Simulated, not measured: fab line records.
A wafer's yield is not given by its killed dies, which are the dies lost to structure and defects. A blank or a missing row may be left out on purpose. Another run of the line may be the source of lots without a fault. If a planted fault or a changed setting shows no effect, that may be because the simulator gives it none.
Which tool was responsible? -- flow n5Finfet -- route of 1938 steps, sampled at 1 step: 12 lots, 36 wafers

== WHAT THE GAUGES SHOWED, per wafer ==
N5_SD_EPI_P_EPI_MEAS_23.
lot,measured,on,thkNm (nm)
L075,day 3 15:44,filmMetro-01,59.6 60.3 61.3
L077,day 4 06:04,filmMetro-01,60.9 60.7 60.2
L079,day 4 23:32,filmMetro-01,63.0 61.3 62.5
L081,day 5 08:40,filmMetro-01,59.5 61.0 61.2
L083,day 5 18:19,filmMetro-02,62.0 62.2 60.7
L086,day 6 13:55,filmMetro-02,62.1 62.1 58.3
L087,day 6 17:27,filmMetro-02,60.4 61.6 60.5
L089,day 7 07:14,filmMetro-02,63.0 60.2 62.2
L091,day 7 16:05,filmMetro-01,62.4 62.3 63.3
L093,day 8 04:57,filmMetro-02,62.5 60.1 62.4
L095,day 8 15:59,filmMetro-01,58.5 61.5 61.4
L097,day 9 04:02,filmMetro-01,62.1 61.9 61.4

== WHICH TOOL RAN EACH LOT (tool, then ch and the chambers of the sampled wafers, then the start) ==
No process step before these readings appears in the record.

== THE ANSWER, worked out from the rows above alone ==
Rule: usual is defined by the lots themselves. Put in order of their means at a reading, lots are off if they are a third of the lots or fewer, leave a main group of 4 or more, and stand apart from it by a gap of 3 or more times the standard deviation of the main group's means; of several such gaps the widest counts. A main group is skipped when, at the precision printed for the reading in the tables above, its means are all equal. A lot without any number at a reading at which 4 lots or more have one is off too. Any other lot the step has rows for is counted as sound.
None of the lots is off at any reading shown; this tells nothing.

== WHAT HAD BEEN PUT IN BY THE SIMULATOR ==
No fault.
